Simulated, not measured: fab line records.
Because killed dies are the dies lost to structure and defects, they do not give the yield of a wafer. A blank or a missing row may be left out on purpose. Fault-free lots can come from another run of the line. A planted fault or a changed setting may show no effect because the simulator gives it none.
fab line records || flow n5Finfet
record {"lots": 4, "wafers": 12, "lastDay": 15}
route steps=1938 shown HKMG_FIN@402 BEOL_M4@1111 PASSIVATION@1936
lots that met no fault: taken from a fault-free run of the same line
startH: hours from the record's opening day to when the first of the lot's shown wafers began || waitH: hours elapsed since this lot's preceding step || " unchanged from the row above || L1.1+2: several wafers, shown together as one row || - no value present, or no start provided || * or withheld: withheld || < > ~ a bound
route shown NAME@n: names a module that has steps shown in the file, with the first one's number in the route || usual: the fault-free wafers' mean and standard deviation || same: alike in all rows || chamber/n: place in a boat || sites: per-site readings || _std_site: how widely they spread, as a standard deviation || _edge_site: outer sites' mean less inner sites' || radiusMm: how far each site lies from the wafer's centre || mask NAME#n: copy n || behind: the tool/chamber that last shaped the wafer || hold: cause of the lot's hold/its duration in hours/its outcome || device: the n, p or np transistor that did not switch || end of line: the route-end tests of the same wafers || a step given without rows: its recipe and nothing more || killed: at the first sort, the dies lost to defects and structure; wafer yield is something else || map: shows each die of a wafer: x if killed, . if not, _ if none is there
set.NAME: the setting that was run; set.NAME@STEP: the one run at that earlier step || model.NAME: the simulator's own value behind a step, which no gauge read
lots at some steps of the route; a table a step, a row a wafer
## steps
# step N5_HKMG_FIN_ETCH_54
# recipe {"chemistry": "CF4", "target": "SiARC", "targetDepthA": 455, "maskMaterial": "CAR-ArF", "timeS": 75.8, "ionEnergyEv": 80, "pressureMtorr": 40, "sourceW": 545, "biasW": 36, "Ar_flow_sccm": 100, "cf4FlowSccm": 100, "ends": "cleared"}
# step N5_HKMG_FIN_ETCH_55
# recipe {"chemistry": "N2/H2", "target": "SOC", "targetDepthA": 2400, "tempC": 40, "timeS": 300, "ionEnergyEv": 200, "maskMaterial": "SiARC", "pressureMtorr": 30, "sourceW": 840, "biasW": 150, "n2FlowSccm": 200, "h2FlowSccm": 200}
# step N5_HKMG_FIN_STRIP_56
# recipe {"chemistry": "N2/H2", "tempC": 40, "n2FlowSccm": 200, "h2FlowSccm": 200, "rfFrequencyHz": 6e+07}
# step N5_HKMG_FIN_STRIP_57
# recipe {"chemistry": "CF4", "resist": "SiARC", "powerW": 300, "biasPowerW": 75, "pressureMtorr": 50, "cf4FlowSccm": 150, "rfFrequencyHz": 6e+07}
# step N5_HKMG_FIN_ETCH_58
# recipe {"chemistry": "N2/H2", "target": "SOC", "targetDepthA": 2158, "ionEnergyEv": 50, "biasW": 13, "timeS": 741, "pressureMtorr": 30, "sourceW": 875, "n2FlowSccm": 200, "h2FlowSccm": 200}
# step N5_HKMG_FIN_STRIP_93
# recipe {"chemistry": "N2/H2", "material": "SOC", "timeS": 20, "powerW": 500, "tempC": 40, "pressureMtorr": 50, "rfFrequencyHz": 6e+07, "biasPowerW": 8, "h2Frac": 0.5, "n2FlowSccm": 300, "h2FlowSccm": 300}
# step N5_HKMG_FIN_WET_ETCH_76
# recipe {"chemistry": "dNH4OH", "mix": "1:50", "tempC": 25, "target": "Al2O3", "stopOn": "La2O3", "targetDepthNm": 2.25, "dry": "ipaMarangoni", "rinseTimeS": 30, "rinseTempC": 23}
# step N5_HKMG_FIN_STRIP_60
# recipe {"chemistry": "N2/H2", "powerW": 2500, "tempC": 300, "h2Frac": 0.65, "timeS": 360, "pressureMtorr": "withheld", "n2FlowSccm": 1750, "h2FlowSccm": 3250}
# step N5_HKMG_FIN_WET_ETCH_77
# recipe {"chemistry": "dHCl", "mix": "1:10000", "tempC": 25, "target": "La2O3", "stopOn": "HfO2", "targetDepthNm": 2}
# step N5_HKMG_FIN_WET_ETCH_78
# recipe {"chemistry": "dNH4OH", "mix": "1:50", "tempC": 25, "target": "Al2O3", "stopOn": "La2O3", "targetDepthNm": 4.5, "dry": "ipaMarangoni", "rinseTimeS": 30, "rinseTempC": 23}
# step N5_HKMG_FIN_ALD_79
# recipe {"material": "TiN", "targetThkA": 15, "tempC": 400, "aldPrecursorFamily": "TiCl4", "aldCoReactant": "NH3", "pulseTimeS": 1, "purgeTimeS": 3, "coReactantPurgeTimeS": 2, "coReactantPulseTimeS": 2, "aldCycles": 68, "pressureTorr": 3}
# step N5_HKMG_FIN_CVD_62
# recipe {"material": "a-Si", "targetThkA": 30, "tempC": 500, "precursor": "Si2H6", "pressureTorr": 1, "timeS": 20.8}
# step N5_HKMG_FIN_RTA_80
# recipe {"tempC": "withheld", "timeS": 2, "ambient": "N2", "idleTempC": 600, "rampUpCPerS": 150, "rampDownCPerS": 60, "coolToC": 600}
{"lot.wafer": "L962.1+3+4", "tool": "rtpAnneal-02", "chamber": 0, "startH": 101.87, "waitH": 0.3}
{"lot.wafer": "L963.1+2+6", "tool": "rtpAnneal-01", "chamber": 0, "startH": 115.31, "waitH": 0.3}
{"lot.wafer": "L966.2+4+6", "tool": "rtpAnneal-01", "chamber": 0, "startH": 123.50, "waitH": 0.1}
{"lot.wafer": "L972.1+3+6", "tool": "rtpAnneal-01", "chamber": 0, "startH": 160.51, "waitH": 0.1}
# step N5_HKMG_FIN_PRECLEAN_64
# recipe {"chemistry": "dHF", "timeS": 30, "tempC": 25, "dilution": "withheld"}
# step N5_HKMG_FIN_WET_ETCH_65
# recipe {"chemistry": "TMAH", "tempC": 70, "concWtPct": 5, "target": "a-Si", "stopOn": "TiN", "timeS": 49, "targetDepthNm": 3}
# step N5_HKMG_FIN_WET_ETCH_81
# recipe {"chemistry": "SC1", "target": "TiN", "stopOn": "HfO2", "mix": "1:1:5", "tempC": 60, "timeS": 57, "targetDepthNm": 6}
# step N5_HKMG_FIN_WET_ETCH_82
# recipe {"chemistry": "dHCl", "mix": "1:10000", "tempC": 25, "target": "La2O3", "stopOn": "HfO2", "targetDepthNm": 2, "dry": "ipaMarangoni", "rinseTimeS": 30, "rinseTempC": 23}
# step N5_HKMG_FIN_ALD_36
# recipe {"material": "TiN", "targetThkA": 10, "tempC": 400, "aldPrecursorFamily": "TiCl4", "aldCoReactant": "NH3", "pulseTimeS": 1, "purgeTimeS": 3, "coReactantPurgeTimeS": 2, "coReactantPulseTimeS": 2, "aldCycles": 47, "pressureTorr": 3}
# step N5_HKMG_FIN_PWFM_ALD_03
# recipe {"material": "TiN", "targetThkA": 20, "tempC": 400, "aldPrecursorFamily": "TiCl4", "aldCoReactant": "NH3", "pulseTimeS": 1, "purgeTimeS": 3, "coReactantPurgeTimeS": 2, "coReactantPulseTimeS": 2, "aldCycles": 91, "pressureTorr": 3}
# step N5_HKMG_FIN_COAT_29
# recipe {"resist": "SOC", "tempC": 250, "timeS": 60, "spinRpm": 1500, "resistThkNm": 300}
# step N5_HKMG_FIN_COAT_30
# recipe {"resist": "SiARC", "tempC": 220, "timeS": 60, "spinRpm": 1500, "resistThkNm": 35}
# step N5_HKMG_FIN_COAT_06
# recipe {"resist": "CAR-ArF", "spinRpm": 1500, "resistThkNm": 90}
# step N5_HKMG_FIN_EBR_08
# recipe {"solvent": "PGMEA", "ebrWidthMm": 1.5}
# step N5_HKMG_FIN_SOFTBAKE_07
# recipe {"tempC": 110, "timeS": 60, "resist": "CAR-ArF"}
# step N5_HKMG_FIN_EXPOSE_09
# recipe {"maskId": "NWFM", "na": 1.35, "sourceShape": "conventional", "sigmaOuter": 0.8, "polarization": "unpolarized", "doseMj": 39.25}
# step N5_HKMG_FIN_PEB_10
# recipe {"pebTempC": "withheld", "pebTimeS": 60, "resist": "CAR-ArF"}
# step N5_HKMG_FIN_DEVELOP_11
# recipe {"developTimeS": 30, "developer": "TMAH", "resist": "CAR-ArF", "devTempC": 23, "rinseLiquid": "diw", "dry": "airSpin"}
# step N5_HKMG_FIN_DESCUM_17
# recipe {"chemistry": "O2", "timeS": 7.9, "sourcePowerW": 50, "biasPowerW": 20, "pressureMtorr": 20, "rfFrequencyHz": 2.712e+07, "tempC": 40, "resist": "CAR-ArF", "o2FlowSccm": 225}
# step N5_HKMG_FIN_ETCH_31
# recipe {"chemistry": "CF4", "target": "SiARC", "targetDepthA": 455, "maskMaterial": "CAR-ArF", "timeS": 75.8, "ionEnergyEv": 80, "pressureMtorr": 40, "sourceW": 545, "biasW": 36, "Ar_flow_sccm": 100, "cf4FlowSccm": 100, "ends": "cleared"}
# step N5_HKMG_FIN_ETCH_32
# recipe {"chemistry": "N2/H2", "target": "SOC", "targetDepthA": 2400, "tempC": 40, "timeS": 300, "ionEnergyEv": 200, "maskMaterial": "SiARC", "pressureMtorr": 30, "sourceW": 840, "biasW": 150, "n2FlowSccm": 200, "h2FlowSccm": 200}
# step N5_HKMG_FIN_STRIP_33
# recipe {"chemistry": "N2/H2", "tempC": 40, "n2FlowSccm": 200, "h2FlowSccm": 200, "rfFrequencyHz": 6e+07}
# step N5_HKMG_FIN_STRIP_34
# recipe {"chemistry": "CF4", "resist": "SiARC", "powerW": 300, "biasPowerW": 75, "pressureMtorr": 50, "cf4FlowSccm": 150, "rfFrequencyHz": 6e+07}
# step N5_HKMG_FIN_ETCH_35
# recipe {"chemistry": "N2/H2", "target": "SOC", "targetDepthA": 2158, "ionEnergyEv": 65, "biasW": 5, "sourceW": 3000, "timeS": 243.4, "pressureMtorr": 30, "n2FlowSccm": 200, "h2FlowSccm": 200}
# step N5_HKMG_FIN_STRIP_92
# recipe {"chemistry": "N2/H2", "material": "SOC", "timeS": 20, "powerW": 500, "tempC": 40, "pressureMtorr": 50, "rfFrequencyHz": 6e+07, "biasPowerW": 8, "h2Frac": 0.5, "n2FlowSccm": 300, "h2FlowSccm": 300}
# step N5_HKMG_FIN_WET_ETCH_18
# recipe {"chemistry": "SC1", "target": "TiN", "mix": "1:1:5", "tempC": "*", "timeS": 55, "targetDepthNm": 5.2, "dry": "ipaMarangoni", "rinseTimeS": 30, "rinseTempC": 23}
# step N5_HKMG_FIN_STRIP_19
# recipe {"chemistry": "N2/H2", "powerW": 2500, "tempC": 300, "h2Frac": 0.65, "timeS": 360, "pressureMtorr": "withheld", "n2FlowSccm": 1750, "h2FlowSccm": 3250}
# step N5_HKMG_FIN_ALD_91
# recipe {"material": "TiN", "targetThkA": 10, "tempC": 400, "aldPrecursorFamily": "TiCl4", "aldCoReactant": "NH3", "pulseTimeS": 1, "purgeTimeS": 3, "coReactantPurgeTimeS": 2, "coReactantPulseTimeS": 2, "aldCycles": 47, "pressureTorr": 3}
# step N5_HKMG_FIN_COAT_85
# recipe {"resist": "SOC", "tempC": 250, "timeS": 60, "spinRpm": 1500, "resistThkNm": 300}
# step N5_BEOL_M4_RC_MEAS_101
# usual {"DIBL_N": "36.0/1.9", "DIBL_P": "36.0/2.1", "IOFF_N": "0.155/0.029", "IOFF_P": "0.20/0.032", "ION_N": "672/11", "ION_P": "461/6.9", "SS_N": "71.5/0.58", "SS_P": "73.2/0.64", "VT_N": "250.4/2.9", "VT_N_LVT": "98/3.1", "VT_P": "-251.0/2.8", "VT_P_LONG": "-276/3.2"}
{"lot.wafer": "L962.1", "tool": "prober-01", "chamber": 0, "startH": 209.97, "waitH": 0.0, "DIBL_N[mV/V]": 37.1, "DIBL_P[mV/V]": 36.4, "IOFF_N[nA/um]": 0.160, "IOFF_P[nA/um]": 0.22, "ION_N[uA/um]": 665, "ION_P[uA/um]": 461, "SS_N[mV/dec]": 72.0, "SS_P[mV/dec]": 72.8, "VT_N[mV]": 250.9, "VT_N_LVT[mV]": 98, "VT_P[mV]": -249.1, "VT_P_LONG[mV]": -273}
{"lot.wafer": "L962.3", "tool": "prober-01", "chamber": 0, "startH": 209.97, "waitH": 0.0, "DIBL_N[mV/V]": 37.3, "DIBL_P[mV/V]": 35.9, "IOFF_N[nA/um]": 0.154, "IOFF_P[nA/um]": 0.22, "ION_N[uA/um]": 659, "ION_P[uA/um]": 460, "SS_N[mV/dec]": 71.5, "SS_P[mV/dec]": 73.5, "VT_N[mV]": 253.5, "VT_N_LVT[mV]": 100, "VT_P[mV]": -250.7, "VT_P_LONG[mV]": -272}
{"lot.wafer": "L962.4", "tool": "prober-01", "chamber": 0, "startH": 209.97, "waitH": 0.0, "DIBL_N[mV/V]": 36.4, "DIBL_P[mV/V]": 36.0, "IOFF_N[nA/um]": 0.143, "IOFF_P[nA/um]": 0.21, "ION_N[uA/um]": 668, "ION_P[uA/um]": 463, "SS_N[mV/dec]": 71.4, "SS_P[mV/dec]": 72.7, "VT_N[mV]": 251.8, "VT_N_LVT[mV]": 100, "VT_P[mV]": -248.4, "VT_P_LONG[mV]": -271}
{"lot.wafer": "L963.1", "tool": "prober-02", "chamber": 0, "startH": 214.31, "waitH": 0.0, "DIBL_N[mV/V]": 40.1, "DIBL_P[mV/V]": 40.3, "IOFF_N[nA/um]": 0.224, "IOFF_P[nA/um]": 0.27, "ION_N[uA/um]": 675, "ION_P[uA/um]": 464, "SS_N[mV/dec]": 72.9, "SS_P[mV/dec]": 74.0, "VT_N[mV]": 247.6, "VT_N_LVT[mV]": 92, "VT_P[mV]": -248.9, "VT_P_LONG[mV]": -277}
{"lot.wafer": "L963.2", "tool": "prober-02", "chamber": 0, "startH": 214.31, "waitH": 0.0, "DIBL_N[mV/V]": 38.9, "DIBL_P[mV/V]": 38.8, "IOFF_N[nA/um]": 0.185, "IOFF_P[nA/um]": 0.25, "ION_N[uA/um]": 682, "ION_P[uA/um]": 472, "SS_N[mV/dec]": 71.4, "SS_P[mV/dec]": 73.7, "VT_N[mV]": 250.4, "VT_N_LVT[mV]": 95, "VT_P[mV]": -247.6, "VT_P_LONG[mV]": -274}
{"lot.wafer": "L963.6", "tool": "prober-02", "chamber": 0, "startH": 214.31, "waitH": 0.0, "DIBL_N[mV/V]": 39.9, "DIBL_P[mV/V]": 39.2, "IOFF_N[nA/um]": 0.214, "IOFF_P[nA/um]": 0.26, "ION_N[uA/um]": 674, "ION_P[uA/um]": 461, "SS_N[mV/dec]": 71.1, "SS_P[mV/dec]": 73.9, "VT_N[mV]": 247.6, "VT_N_LVT[mV]": 92, "VT_P[mV]": -245.5, "VT_P_LONG[mV]": -276}
{"lot.wafer": "L966.2", "tool": "prober-01", "chamber": 0, "startH": 227.88, "waitH": 0.2, "DIBL_N[mV/V]": 38.5, "DIBL_P[mV/V]": 37.7, "IOFF_N[nA/um]": 0.186, "IOFF_P[nA/um]": 0.14, "ION_N[uA/um]": 676, "ION_P[uA/um]": 445, "SS_N[mV/dec]": 71.4, "SS_P[mV/dec]": 72.5, "VT_N[mV]": 247.5, "VT_N_LVT[mV]": 82, "VT_P[mV]": -260.7, "VT_P_LONG[mV]": -286}
{"lot.wafer": "L966.4", "tool": "prober-01", "chamber": 0, "startH": 227.88, "waitH": 0.2, "DIBL_N[mV/V]": 41.2, "DIBL_P[mV/V]": 41.5, "IOFF_N[nA/um]": 0.267, "IOFF_P[nA/um]": 0.19, "ION_N[uA/um]": 701, "ION_P[uA/um]": 455, "SS_N[mV/dec]": 72.5, "SS_P[mV/dec]": 74.3, "VT_N[mV]": 243.8, "VT_N_LVT[mV]": 78, "VT_P[mV]": -257.8, "VT_P_LONG[mV]": -289}
{"lot.wafer": "L966.6", "tool": "prober-01", "chamber": 0, "startH": 227.88, "waitH": 0.2, "DIBL_N[mV/V]": 39.2, "DIBL_P[mV/V]": 38.0, "IOFF_N[nA/um]": 0.202, "IOFF_P[nA/um]": 0.15, "ION_N[uA/um]": 694, "ION_P[uA/um]": 448, "SS_N[mV/dec]": 71.9, "SS_P[mV/dec]": 73.0, "VT_N[mV]": 247.6, "VT_N_LVT[mV]": 82, "VT_P[mV]": -260.3, "VT_P_LONG[mV]": -286}
{"lot.wafer": "L972.1", "tool": "prober-01", "chamber": 0, "startH": 256.57, "waitH": 0.0, "DIBL_N[mV/V]": 38.1, "DIBL_P[mV/V]": 36.3, "IOFF_N[nA/um]": 0.197, "IOFF_P[nA/um]": 0.16, "ION_N[uA/um]": 689, "ION_P[uA/um]": 453, "SS_N[mV/dec]": 71.7, "SS_P[mV/dec]": 74.0, "VT_N[mV]": 245.9, "VT_N_LVT[mV]": 82, "VT_P[mV]": -258.0, "VT_P_LONG[mV]": -286}
{"lot.wafer": "L972.3", "tool": "prober-01", "chamber": 0, "startH": 256.57, "waitH": 0.0, "DIBL_N[mV/V]": 34.6, "DIBL_P[mV/V]": 33.7, "IOFF_N[nA/um]": 0.140, "IOFF_P[nA/um]": 0.13, "ION_N[uA/um]": 681, "ION_P[uA/um]": 448, "SS_N[mV/dec]": 70.8, "SS_P[mV/dec]": 73.5, "VT_N[mV]": 248.5, "VT_N_LVT[mV]": 86, "VT_P[mV]": -258.6, "VT_P_LONG[mV]": -283}
{"lot.wafer": "L972.6", "tool": "prober-01", "chamber": 0, "startH": 256.57, "waitH": 0.0, "DIBL_N[mV/V]": 37.6, "DIBL_P[mV/V]": 35.6, "IOFF_N[nA/um]": 0.180, "IOFF_P[nA/um]": 0.15, "ION_N[uA/um]": 668, "ION_P[uA/um]": 443, "SS_N[mV/dec]": 71.9, "SS_P[mV/dec]": 73.9, "VT_N[mV]": 247.4, "VT_N_LVT[mV]": 83, "VT_P[mV]": -258.8, "VT_P_LONG[mV]": -283}
# step N5_PASSIVATION_PROBE_49
# usual {"defectLimitedYield": "91.0/1.5", "killed_at_M0_to_M3": "33/9.4", "killed_at_M4_up": "14/4.8", "killedAtContacts": "13/7.3", "killedAtFrontEnd": "43/13", "killedAtOther": "3.6/2.9", "killedDies": "106/18", "killedOpen": "69/13", "killedShort": "35/8.2", "sort_bin_4_leakage": "0/0", "sort_bin_5_function": "5.3/1", "sort_bin_6_memory": "3.3/0.68", "sort_bin_8_speed": "0.01/0.027", "sortNPass": "1074/18", "sortYieldPct": "91.0/1.5"}
# same {"grossDies": 1180, "killedAtBackSide": 0}
{"lot.wafer": "L963.1", "tool": "prober-01", "chamber": "-", "startH": 317.03, "waitH": 0.0, "defectLimitedYield[%]": 92.8, "killed_at_M0_to_M3": 20, "killed_at_M4_up": 16, "killedAtContacts": 2, "killedAtFrontEnd": 46, "killedAtOther": 1, "killedDies": 85, "killedOpen": 49, "killedShort": 27, "sort_bin_4_leakage[%]": 0, "sort_bin_5_function[%]": 3.6, "sort_bin_6_memory[%]": 2.6, "sort_bin_8_speed[%]": 0, "sortNPass": 1095, "sortYieldPct[%]": 92.8}
{"lot.wafer": "L963.2", "tool": "prober-01", "chamber": "-", "startH": 317.08, "waitH": 0.1, "defectLimitedYield[%]": 93.1, "killed_at_M0_to_M3": 24, "killed_at_M4_up": 10, "killedAtContacts": 4, "killedAtFrontEnd": 39, "killedAtOther": 4, "killedDies": 81, "killedOpen": 41, "killedShort": 34, "sort_bin_4_leakage[%]": 0, "sort_bin_5_function[%]": 3.8, "sort_bin_6_memory[%]": 2.4, "sort_bin_8_speed[%]": 0, "sortNPass": 1099, "sortYieldPct[%]": 93.1}
{"lot.wafer": "L963.6", "tool": "prober-01", "chamber": "-", "startH": 317.28, "waitH": 0.3, "defectLimitedYield[%]": 91.6, "killed_at_M0_to_M3": 46, "killed_at_M4_up": 11, "killedAtContacts": 2, "killedAtFrontEnd": 36, "killedAtOther": 4, "killedDies": 99, "killedOpen": 69, "killedShort": 26, "sort_bin_4_leakage[%]": 0, "sort_bin_5_function[%]": 4.3, "sort_bin_6_memory[%]": 3.6, "sort_bin_8_speed[%]": 0, "sortNPass": 1081, "sortYieldPct[%]": 91.6}
{"lot.wafer": "L962.1", "tool": "prober-02", "chamber": "-", "startH": 322.74, "waitH": 0.0, "defectLimitedYield[%]": 90.8, "killed_at_M0_to_M3": 32, "killed_at_M4_up": 21, "killedAtContacts": 11, "killedAtFrontEnd": 44, "killedAtOther": 0, "killedDies": 108, "killedOpen": 77, "killedShort": 28, "sort_bin_4_leakage[%]": 0, "sort_bin_5_function[%]": 5.7, "sort_bin_6_memory[%]": 3.1, "sort_bin_8_speed[%]": 0, "sortNPass": 1072, "sortYieldPct[%]": 90.8}
{"lot.wafer": "L962.3", "tool": "prober-02", "chamber": "-", "startH": 322.84, "waitH": 0.1, "defectLimitedYield[%]": 91.9, "killed_at_M0_to_M3": 29, "killed_at_M4_up": 13, "killedAtContacts": 12, "killedAtFrontEnd": 40, "killedAtOther": 2, "killedDies": 96, "killedOpen": 71, "killedShort": 24, "sort_bin_4_leakage[%]": 0, "sort_bin_5_function[%]": 4.7, "sort_bin_6_memory[%]": 3.2, "sort_bin_8_speed[%]": 0, "sortNPass": 1084, "sortYieldPct[%]": 91.9}
{"lot.wafer": "L962.4", "tool": "prober-02", "chamber": "-", "startH": 322.89, "waitH": 0.2, "defectLimitedYield[%]": 90.8, "killed_at_M0_to_M3": 22, "killed_at_M4_up": 9, "killedAtContacts": 16, "killedAtFrontEnd": 57, "killedAtOther": 4, "killedDies": 108, "killedOpen": 66, "killedShort": 31, "sort_bin_4_leakage[%]": 0, "sort_bin_5_function[%]": 4.4, "sort_bin_6_memory[%]": 3.5, "sort_bin_8_speed[%]": 0, "sortNPass": 1072, "sortYieldPct[%]": 90.8}
{"lot.wafer": "L966.2", "tool": "prober-01", "chamber": "-", "startH": 325.61, "waitH": 0.1, "defectLimitedYield[%]": 90.7, "killed_at_M0_to_M3": 26, "killed_at_M4_up": 15, "killedAtContacts": 6, "killedAtFrontEnd": 61, "killedAtOther": 2, "killedDies": 110, "killedOpen": 66, "killedShort": 43, "sort_bin_4_leakage[%]": 0, "sort_bin_5_function[%]": 6.0, "sort_bin_6_memory[%]": 3.1, "sort_bin_8_speed[%]": 0.17, "sortNPass": 1068, "sortYieldPct[%]": 90.5}
{"lot.wafer": "L966.4", "tool": "prober-01", "chamber": "-", "startH": 325.71, "waitH": 0.2, "defectLimitedYield[%]": 88.1, "killed_at_M0_to_M3": 29, "killed_at_M4_up": 15, "killedAtContacts": 7, "killedAtFrontEnd": 86, "killedAtOther": 4, "killedDies": 141, "killedOpen": 91, "killedShort": 50, "sort_bin_4_leakage[%]": 0.08, "sort_bin_5_function[%]": 7.0, "sort_bin_6_memory[%]": 4.2, "sort_bin_8_speed[%]": 0, "sortNPass": 1038, "sortYieldPct[%]": 88.0}
{"lot.wafer": "L966.6", "tool": "prober-01", "chamber": "-", "startH": 325.81, "waitH": 0.3, "defectLimitedYield[%]": 91.7, "killed_at_M0_to_M3": 14, "killed_at_M4_up": 13, "killedAtContacts": 6, "killedAtFrontEnd": 63, "killedAtOther": 2, "killedDies": 98, "killedOpen": 64, "killedShort": 32, "sort_bin_4_leakage[%]": 0, "sort_bin_5_function[%]": 5.7, "sort_bin_6_memory[%]": 2.3, "sort_bin_8_speed[%]": 0, "sortNPass": 1082, "sortYieldPct[%]": 91.7}
{"lot.wafer": "L972.1", "tool": "prober-02", "chamber": "-", "startH": 360.74, "waitH": 0.0, "defectLimitedYield[%]": 89.9, "killed_at_M0_to_M3": 41, "killed_at_M4_up": 14, "killedAtContacts": 15, "killedAtFrontEnd": 37, "killedAtOther": 12, "killedDies": 119, "killedOpen": 72, "killedShort": 45, "sort_bin_4_leakage[%]": 0, "sort_bin_5_function[%]": 6.5, "sort_bin_6_memory[%]": 3.1, "sort_bin_8_speed[%]": 0, "sortNPass": 1061, "sortYieldPct[%]": 89.9}
{"lot.wafer": "L972.3", "tool": "prober-02", "chamber": "-", "startH": 360.84, "waitH": 0.1, "defectLimitedYield[%]": 90.8, "killed_at_M0_to_M3": 43, "killed_at_M4_up": 3, "killedAtContacts": 23, "killedAtFrontEnd": 38, "killedAtOther": 1, "killedDies": 108, "killedOpen": 51, "killedShort": 48, "sort_bin_4_leakage[%]": 0, "sort_bin_5_function[%]": 5.1, "sort_bin_6_memory[%]": 3.4, "sort_bin_8_speed[%]": 0, "sortNPass": 1072, "sortYieldPct[%]": 90.8}
{"lot.wafer": "L972.6", "tool": "prober-02", "chamber": "-", "startH": 360.99, "waitH": 0.3, "defectLimitedYield[%]": 90.2, "killed_at_M0_to_M3": 40, "killed_at_M4_up": 9, "killedAtContacts": 9, "killedAtFrontEnd": 57, "killedAtOther": 1, "killedDies": 116, "killedOpen": 70, "killedShort": 38, "sort_bin_4_leakage[%]": 0, "sort_bin_5_function[%]": 5.9, "sort_bin_6_memory[%]": 3.1, "sort_bin_8_speed[%]": 0.08, "sortNPass": 1063, "sortYieldPct[%]": 90.1}
# killed by level:class
L963.1 FIN_SAQP:geometricParticle:open=9 HKMG_FIN:areaEtch=9 GATE_CUT:geometricParticle:open=6 BEOL_M0_SAQP:geometricParticle:short=5 BEOL_M4:geometricParticle:open=5 ILD0:geometricParticle:short=4 GATE_CUT:geometricParticle:short=4 BEOL_M0_SAQP:geometricParticle:open=4
L963.2 BEOL_M0_SAQP:geometricParticle:short=8 HKMG_FIN:areaEtch=6 FIN_SAQP:geometricParticle:short=5 GATE_CUT:geometricParticle:short=5 FIN_SAQP:geometricParticle:open=4 STI_FIN_REVEAL:geometricParticle:open=4 BEOL_M4:geometricParticle:open=4 DUMMY_GATE:geometricParticle:open=4
L963.6 BEOL_M1:geometricParticle:open=18 BEOL_M3:geometricParticle:open=9 FIN_SAQP:geometricParticle:open=8 BEOL_M4:geometricParticle:open=7 BEOL_M2:geometricParticle:open=6 BEOL_M0_SAQP:geometricParticle:open=5 FIN_SAQP:geometricParticle:short=4 GATE_CUT:geometricParticle:open=4
L962.1 BEOL_M3:geometricParticle:open=14 MOL_CONTACT_COAG:geometricParticle:open=9 BEOL_M4:geometricParticle:open=9 FIN_SAQP:geometricParticle:short=8 FIN_SAQP:geometricParticle:open=8 DUMMY_GATE:geometricParticle:open=8 BEOL_M5:geometricParticle:open=7 STI_FIN_REVEAL:geometricParticle:open=5
L962.3 MOL_CONTACT_COAG:geometricParticle:open=11 FIN_SAQP:geometricParticle:open=10 FIN_SAQP:geometricParticle:short=9 STI_FIN_REVEAL:geometricParticle:open=8 BEOL_M0_SAQP:geometricParticle:open=8 BEOL_M3:geometricParticle:open=7 BEOL_M4:geometricParticle:open=6 ILD0:geometricParticle:open=5
L962.4 MOL_CONTACT_COAG:geometricParticle:open=11 FIN_SAQP:geometricParticle:short=9 STI_FIN_REVEAL:geometricParticle:open=9 HKMG_FIN:areaEtch=9 FIN_SAQP:geometricParticle:open=7 BEOL_M4:geometricParticle:open=7 BEOL_M0_SAQP:geometricParticle:open=6 MOL_CONTACT_COAG:geometricParticle:short=5
L966.2 FIN_SAQP:geometricParticle:short=16 FIN_SAQP:geometricParticle:open=12 STI_FIN_REVEAL:geometricParticle:open=12 BEOL_M4:geometricParticle:open=8 BEOL_M0_SAQP:geometricParticle:open=7 GATE_CUT:geometricParticle:short=6 BEOL_M3:geometricParticle:open=5 BEOL_M2:geometricParticle:open=5
L966.4 FIN_SAQP:geometricParticle:short=20 FIN_SAQP:geometricParticle:open=19 STI_FIN_REVEAL:geometricParticle:open=16 DUMMY_GATE:geometricParticle:open=11 BEOL_M0_SAQP:geometricParticle:short=8 BEOL_M4:geometricParticle:open=8 BEOL_M2:geometricParticle:open=6 GATE_CUT:geometricParticle:short=5
L966.6 STI_FIN_REVEAL:geometricParticle:open=18 FIN_SAQP:geometricParticle:open=15 FIN_SAQP:geometricParticle:short=7 BEOL_M2:geometricParticle:open=7 BEOL_M4:geometricParticle:open=6 ILD0:geometricParticle:short=5 MOL_CONTACT_COAG:geometricParticle:open=5 STI_FIN_REVEAL:geometricParticle:short=3
L972.1 BEOL_M2:geometricParticle:open=13 MOL_CONTACT_COAG:geometricParticle:open=12 BEOL_M0_SAQP:geometricParticle:short=11 FIN_SAQP:geometricParticle:short=9 GATE_CUT:geometricParticle:short=9 PASS1_CAP:geometricParticle:open=9 STI_FIN_REVEAL:geometricParticle:open=6 BEOL_M3:geometricParticle:open=6
L972.3 MOL_CONTACT_COAG:geometricParticle:open=16 BEOL_M0_SAQP:geometricParticle:short=16 FIN_SAQP:geometricParticle:short=13 BEOL_M0_SAQP:geometricParticle:open=9 MOL_CONTACT_COAG:geometricParticle:short=7 BEOL_M2:geometricParticle:open=6 HKMG_FIN:areaEtch=6 FIN_SAQP:geometricParticle:open=5
L972.6 FIN_SAQP:geometricParticle:short=16 STI_FIN_REVEAL:geometricParticle:open=12 BEOL_M0_SAQP:geometricParticle:short=11 BEOL_M0_SAQP:geometricParticle:open=10 BEOL_M2:geometricParticle:open=10 MOL_CONTACT_COAG:geometricParticle:open=8 FIN_SAQP:geometricParticle:open=6 DUMMY_GATE:geometricParticle:open=6
## key
firstSign {"step": "N5_BEOL_M4_RC_MEAS_101", "reading": "VT_N_LVT", "direction": "down", "sigmas": 5.2, "usual": 98, "struck": 82}
effect {"step": "N5_BEOL_M4_RC_MEAS_101", "reading": "VT_P_LONG", "direction": "down", "sigmas": 3, "usual": -276, "struck": -286}
effect {"step": "N5_BEOL_M4_RC_MEAS_101", "reading": "VT_P", "direction": "down", "sigmas": 2.9, "usual": -251.0, "struck": -259.0}
effect {"step": "N5_BEOL_M4_RC_MEAS_101", "reading": "ION_P", "direction": "down", "sigmas": 1.8, "usual": 461, "struck": 448}
effect {"step": "N5_BEOL_M4_RC_MEAS_101", "reading": "IOFF_P", "direction": "down", "sigmas": 1.7, "usual": 0.20, "struck": 0.15}
metAt N5_HKMG_FIN_RTA_80
struckWafers L966.2,L966.4,L966.6,L972.1,L972.3,L972.6
onsetBetween 115.31 123.50
alsoFits time
fault {"kind": "processParameterDrift", "tool": "rtpAnneal-01", "chamber": "-", "onsetH": 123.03, "steps": "N5_HKMG_FIN_RTA_80", "channel": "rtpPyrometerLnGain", "offset": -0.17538, "shape": "step", "endH": 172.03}
